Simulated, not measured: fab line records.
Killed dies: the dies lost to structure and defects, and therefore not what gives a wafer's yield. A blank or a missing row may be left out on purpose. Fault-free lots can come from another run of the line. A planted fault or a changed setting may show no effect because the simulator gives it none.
Chamber matching	flow n5-finfet	4 sister chambers for N5_BEOL_M3_ETCH_74 on rie-diel-06
The step etches underlayer in N2/H2, target depth 6.5 nm, time 5.2 s. 14 wafers are shown with their chamber, then 7 later ones without.

## WAFERS, EACH WITH ITS CHAMBER
wafer	chamber	throttle-valve-pct (%)	showerhead-plenum-p-Torr (Torr)	drypump-motor-current-A (A)
L075.1	2	18.3	2.56	5.4
L075.2	1	17.7	2.51	5.5
L075.5	2	18.2	2.56	5.4
L077.2	2	18.3	2.55	5.3
L077.3	3	17.4	2.69	5.4
L077.4	0	18.0	2.59	6.1
L080.3	0	18.0	2.59	6.0
L080.4	2	18.3	2.55	5.3
L080.6	2	18.3	2.55	5.3
L082.1	3	17.4	2.69	5.4
L082.2	1	17.7	2.51	5.5
L082.3	2	18.3	2.55	5.4
L085.1	1	17.7	2.50	5.5
L085.4	3	17.4	2.69	5.4

SIGNATURES (averages over the wafers above)
reading	chamber 0	chamber 1	chamber 2	chamber 3	scatter within a chamber
throttle-valve-pct	18.000	17.700	18.283	17.400	0.0289
showerhead-plenum-p-Torr	2.5900	2.5067	2.5533	2.6900	0.00447
drypump-motor-current-A	6.050	5.500	5.350	5.400	0.0447
Rule: for each reading, subtract the chamber's mean from the wafer's reading, divide by that reading's scatter and square the result; add these up over the readings and take the root, which gives the wafer's distance from the chamber. The wafer belongs to the nearest chamber; if the next one is less than 2 further off, it can't be placed. The scatter: take each reading less its chamber's mean, square it, sum over the shown wafers, divide by the number of wafers less the number of chambers, and take the root.

## WAFERS WITHOUT THEIR CHAMBER
wafer	throttle-valve-pct (%)	showerhead-plenum-p-Torr (Torr)	drypump-motor-current-A (A)
L085.5	18.0	2.58	6.0
L089.1	18.3	2.54	5.4
L089.4	18.1	2.58	6.0
L089.6	18.1	2.58	6.1
L097.3	17.8	2.50	5.5
L097.5	18.1	2.57	6.1
L097.6	17.5	2.68	5.4

## EACH ONE'S CHAMBER
wafer	from the rows above	in truth
L085.5	0	0
L089.1	2	2
L089.4	0	0
L089.6	0	0
L097.3	1	1
L097.5	0	0
L097.6	3	3
Placed correctly: 7 of 7. From these rows, 0 cannot be placed. Placed wrongly: 0.
